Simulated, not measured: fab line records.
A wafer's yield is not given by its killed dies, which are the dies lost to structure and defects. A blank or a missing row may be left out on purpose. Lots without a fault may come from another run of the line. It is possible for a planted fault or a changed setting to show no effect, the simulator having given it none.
Chamber matching :: flow n5 finfet :: N5_FIN_SAQP_PECVD_06 on pecvd-04 has 3 sister chambers
The step deposits a-Si from SiH4/He, target thk 60 nm, time 48.1 s. 3 wafers are shown with their chamber, then 9 later ones without.

## EACH WAFER AND ITS CHAMBER
wafer: L092.5
chamber: 2
throttle valve pct (%): 17.5

wafer: L093.4
chamber: 1
throttle valve pct (%): 17.5

wafer: L093.6
chamber: 0
throttle valve pct (%): 18.2

## WAFERS WITH NO CHAMBER GIVEN
wafer: L094.4
throttle valve pct (%): 18.1

wafer: L094.5
throttle valve pct (%): 18.3

wafer: L094.6
throttle valve pct (%): 17.6

wafer: L095.1
throttle valve pct (%): 17.5

wafer: L095.3
throttle valve pct (%): 17.2

wafer: L095.6
throttle valve pct (%): 17.7

wafer: L097.1
throttle valve pct (%): 18.6

wafer: L097.3
throttle valve pct (%): 17.5

wafer: L097.6
throttle valve pct (%): 18.4

## THE CHAMBER EACH PASSED THROUGH
wafer: L094.4
from the rows above: 0
in truth: 0

wafer: L094.5
from the rows above: 0
in truth: 0

wafer: L094.6
from the rows above: can't be placed: 1 or 2
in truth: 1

wafer: L095.1
from the rows above: can't be placed: 1 or 2
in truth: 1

wafer: L095.3
from the rows above: can't be placed: 1 or 2
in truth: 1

wafer: L095.6
from the rows above: can't be placed: 1 or 2 or 0
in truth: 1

wafer: L097.1
from the rows above: 0
in truth: 0

wafer: L097.3
from the rows above: can't be placed: 1 or 2
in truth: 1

wafer: L097.6
from the rows above: 0
in truth: 0
4 of 9 placed correctly. From these rows, 5 cannot be placed; in 5 the true chamber is one of the candidates. 0 placed wrongly.
How it was worked out, from the rows above alone: a wafer's distance from a chamber is the root of the sum, over the readings, of the square of ((its reading less the chamber's mean) divided by the reading's scatter). If the next closest chamber is less than 2 further off than the closest, the wafer can't be placed; otherwise it belongs to the closest. The mean given for a chamber averages the wafers shown for that chamber. The scatter (one wafer shown for each chamber): square how far every hidden wafer sits from the nearest shown wafer, average those squares and take the square root.
